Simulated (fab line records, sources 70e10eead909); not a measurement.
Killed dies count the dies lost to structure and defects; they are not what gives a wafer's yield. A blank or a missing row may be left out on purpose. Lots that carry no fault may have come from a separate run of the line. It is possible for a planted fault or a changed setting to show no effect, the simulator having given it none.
Comparing a struck lot with a sound one	flow nandHarc	40 steps out of a route of 1302
Sound: the wafers L574.1, L574.5, L574.6. Struck: wafers L584.2, L584.3 (left out: L584.6, a lot-mate that was not struck); the cause follows at the end.
At each step with rows: each side's tool, then ch and its chambers, then its first start. Under that, the readings that differ: sound wafers	struck wafers	difference of the means	sigmas: that difference in standard deviations of wafers without a fault.
alike: readings with means less than 2 such deviations apart, plus words and numbers identical on both sides. not compared: withheld readings, readings lacking a value on some wafer, bounds such as >300 that could conceal the same value, and numbers that have no deviation in the record and whose values overlap.
A row with sigmas, a row that says differs or no value, or rows on one side alone: a step with any of these is where the two part. Numbers that don't overlap but have no deviation are shown without sigmas and don't part them. Lack of a reading on every wafer of one side parts them only where that side has two or more wafers.

first, 2 steps without rows for these wafers: NHARC_THIN_TSV_ETCH_44 (etches the open film in CF4/O2, target depth 1594.2 nm, time 797.1 s); NHARC_THIN_TSV_ETCH_15 (target depth 3000 nm, bosch target overetch cycles 2, bosch etch step 2.8 s).
NHARC_THIN_TSV_CD_MEAS_16:
  sound on cdSem-03, day 26 14:14; struck on cdSem-02, day 30 00:31
  alike: cdNm
then, 2 steps without rows for these wafers: NHARC_THIN_TSV_STRIP_45 (strips in O2); NHARC_THIN_TSV_STRIP_46 (strips in post etch residue remover, time 1200 s).
NHARC_THIN_TSV_DEP_47: deposits SiO2, target thk 200 nm.
  sound on pecvd-02 ch 0,1,2, day 26 15:07; struck on pecvd-01 ch 1,2, day 30 01:26
reading	sound	struck	difference	sigmas
throttleValvePct (%)	15.9 16.2 16.3	14.6 15.5	-1.1	-2
NHARC_THIN_TSV_ETCHBACK_48: etches the open film in C4F8/Ar, target depth 1028.5 nm, time 405.17 s.
  sound on rieDiel-03 ch 1,2,3, day 26 15:35; struck on rieDiel-01 ch 2,3, day 30 01:52
  alike: oesProductAu, rfVppV
  not compared: rfHoursCounterH
then, 2 steps without rows for these wafers: NHARC_THIN_TSV_STRIP_62 (strips in N2/H2, time 20 s); NHARC_THIN_TSV_DEGAS_49 (time 120 s).
NHARC_THIN_TSV_PRE_CLEAN_50: time 30 s.
  sound on pvdSputter-01; struck on pvdSputter-02
  alike: heaterPowerW, susceptorTempC
then, 2 steps without rows for these wafers: NHARC_THIN_TSV_PVD_19 (deposits TaN, target thk 20 nm); NHARC_THIN_TSV_PVD_51 (deposits Cu, target thk 100 nm).
NHARC_THIN_TSV_ECD_20: material Cu, target thk 2000 nm.
  sound on ecdCu-01 ch 0,1, day 26 16:29; struck on ecdCu-02 ch 0,1, day 30 02:46
then, 1 step without rows for these wafers: NHARC_THIN_TSV_ANNEAL_52 (time 90 s).
NHARC_THIN_TSV_CMP_21: polishes, t overpolish 30 s, target thk 2000 nm.
  sound on cmp-01 ch 0,2,3, day 26 17:37; struck on cmp-01 ch 0,1, day 30 03:53
  alike: motorCurrentA, overpolishRunS
then, 13 steps without rows for these wafers: NHARC_THIN_TSV_SRD_23; NHARC_THIN_TSV_DEGAS_53 (time 60 s); NHARC_THIN_TSV_PRE_CLEAN_54 (time 30 s); NHARC_THIN_TSV_PVD_55 (deposits TiN, target thk 50 nm); NHARC_THIN_TSV_PVD_24 (deposits Al, target thk 800 nm); NHARC_THIN_TSV_DEHYDRATE_25 (time 120 s); NHARC_THIN_TSV_HMDS_26 (time 30 s); NHARC_THIN_TSV_COAT_27; NHARC_THIN_TSV_SOFTBAKE_28 (time 95 s); NHARC_THIN_TSV_EBR_29; NHARC_THIN_TSV_EXPOSE_30 (exposes mask PAD); NHARC_THIN_TSV_PEB_31 (peb time 85 s); NHARC_THIN_TSV_DEVELOP_32 (time 70 s).
NHARC_THIN_TSV_CD_MEAS_33: target cd 5000 nm.
  sound on cdSem-02 ch 0, day 26 19:02; struck on cdSem-02 ch 0, day 30 05:19
  alike: cdNm
then, 4 steps without rows for these wafers: NHARC_THIN_TSV_HARDBAKE_34 (time 80 s); NHARC_THIN_TSV_DESCUM_35 (chemistry O2, time 3 s); NHARC_THIN_TSV_ETCH_59 (etches the open film in Cl2/BCl3, target depth 880 nm, time 138.1 s); NHARC_THIN_TSV_ETCH_36 (etches the open film in Cl2/BCl3, target depth 65 nm, time 18.571 s).
NHARC_THIN_TSV_STRIP_56: strips in O2.
  sound on plasmaAsher-01 ch 0,1, day 26 19:44; struck on plasmaAsher-02 ch 0,1, day 30 06:00
  alike: drypumpMotorCurrentA, heaterPowerW
  not compared: rfHoursCounterH
then, 1 step without rows for these wafers: NHARC_THIN_TSV_STRIP_57 (strips in post etch residue remover, time 1200 s).
NHARC_THIN_TSV_CD_MEAS_37:
  sound on cdSem-01, day 26 20:28; struck on cdSem-03, day 30 06:45
  alike: cdNm
then, 1 step without rows for these wafers: NHARC_THIN_TSV_ANNEAL_58 (time 1800 s).
NHARC_THIN_TSV_INSPECT_40:
  sound on defectInspect-02, day 26 23:56; struck on defectInspect-02, day 30 10:54
  alike: rawDefectCount
NHARC_END_WLT_00:
  rows exist in the record for the sound wafers here (prober-02, day 27 00:00), none for the struck ones
NHARC_END_SORT_01:
  at this point the record logs the struck wafers (prober-01 ch 0, day 30 14:46) and has no rows for the sound ones

WHERE THEY PART
Last at NHARC_END_SORT_01 as far as this record goes, first at NHARC_THIN_TSV_DEP_47.

WHY: the cause the simulator had injected
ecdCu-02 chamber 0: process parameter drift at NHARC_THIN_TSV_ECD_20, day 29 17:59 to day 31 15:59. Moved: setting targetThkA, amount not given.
